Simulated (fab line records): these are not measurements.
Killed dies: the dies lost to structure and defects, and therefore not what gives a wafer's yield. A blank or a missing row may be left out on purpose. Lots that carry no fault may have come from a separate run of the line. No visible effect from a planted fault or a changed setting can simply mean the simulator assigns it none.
One fault through the eyes of 2 desks    flow n5-finfet    each desk holds nothing but its own numbers, with what lay behind them at the end

DESK OF THE TOOL OWNER: arfi-scanner-01
The tool's own readings at N5_HKMG_FIN_EXPOSE_09 (exposes mask NWFM): means of the sampled wafers that have a number, for each lot that ran on this tool. If a lot's mean is further than 4 standard deviations from the usual mean, the lot is out of limits and carries the mark OUT (the distance appears in the brackets).
Columns: A = exposure-dose-mJ-cm2 at N5_HKMG_FIN_EXPOSE_09, usual 39.21
lot   first seen here  A
L951  day 4 09:10      39.22
L952  day 4 15:35      39.20
L955  day 5 10:41      35.00 (-99 or more) OUT
L960  day 6 18:25      35.83 (-87) OUT
Finding of this desk: L955, L960 out of limits; the first was L955 at day 5 10:41, on exposure-dose-mJ-cm2 at N5_HKMG_FIN_EXPOSE_09. In limits: L951, L952.

AT THE METROLOGY DESK
What the gauges read, lot by lot, whatever tool the lot ran on: means of the sampled wafers that have a number. If a lot's mean is further than 4 standard deviations from the usual mean, the lot is out of limits and carries the mark OUT (the distance appears in the brackets). Shown are 7 of the 11 readings it has, namely the first that went out of limits plus those furthest out on some lot.
Columns: A = cd-nm at N5_HKMG_FIN_CD_MEAS_12, usual 92.8 nm; B = DIBL_N at N5_BEOL_M4_RC_MEAS_101, usual 37.2 mV/V; C = DIBL_P at N5_BEOL_M4_RC_MEAS_101, usual 37.3 mV/V; D = SS_N at N5_BEOL_M4_RC_MEAS_101, usual 71.8 mV/dec; E = SS_P at N5_BEOL_M4_RC_MEAS_101, usual 73.5 mV/dec; F = VT_N at N5_BEOL_M4_RC_MEAS_101, usual 249 mV; G = VT_P at N5_BEOL_M4_RC_MEAS_101, usual -248 mV
lot   first seen here  A                B     C     D     E     F    G
L951  day 4 09:17      92.8             34.6  34.5  71.1  73.1  248  -250
L952  day 4 15:42      92.3             38.1  38.3  72.3  73.4  247  -249
L955  day 5 10:49      85.8 (-11) OUT   36.5  35.8  71.7  73.2  248  -248
L960  day 6 18:32      86.9 (-9.5) OUT  36.6  36.5  71.5  73.2  248  -245
L961  day 6 22:30      93.7             40.5  38.5  72.4  74.3  245  -246
L963  day 8 07:19      92.9             37.9  37.9  72.8  73.2  248  -246
L964  day 8 10:45      92.2             38.5  37.9  72.0  74.0  248  -247
L966  day 8 13:20      91.8             35.8  36.8  71.1  73.2  253  -247
L969  day 9 16:04      93.2             38.3  37.5  71.8  74.0  254  -254
Finding of this desk: L955, L960 out of limits; the first was L955 at day 5 10:49, on cd-nm at N5_HKMG_FIN_CD_MEAS_12. In limits: L951, L952, L961, L963, L964, L966, L969.

TAKEN TOGETHER
At day 5 10:41, on L955, L960, the tool owner's desk was in a position to raise an alarm.
An alarm was possible from the metrology desk at day 5 10:49, on L955, L960.
The lots listed all ran N5_HKMG_FIN_EXPOSE_09 on arfi-scanner-01.

WHAT THE SIMULATOR PUT IN
Drift in process parameters on arfi-scanner-01 at N5_HKMG_FIN_EXPOSE_09, starting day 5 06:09. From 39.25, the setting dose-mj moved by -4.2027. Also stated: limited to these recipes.
Lots struck among those shown: L955, L960.
Counting hours from when the fault started, the first reading out of limits came at 5 for the tool owner's desk and at 5 for the metrology desk.
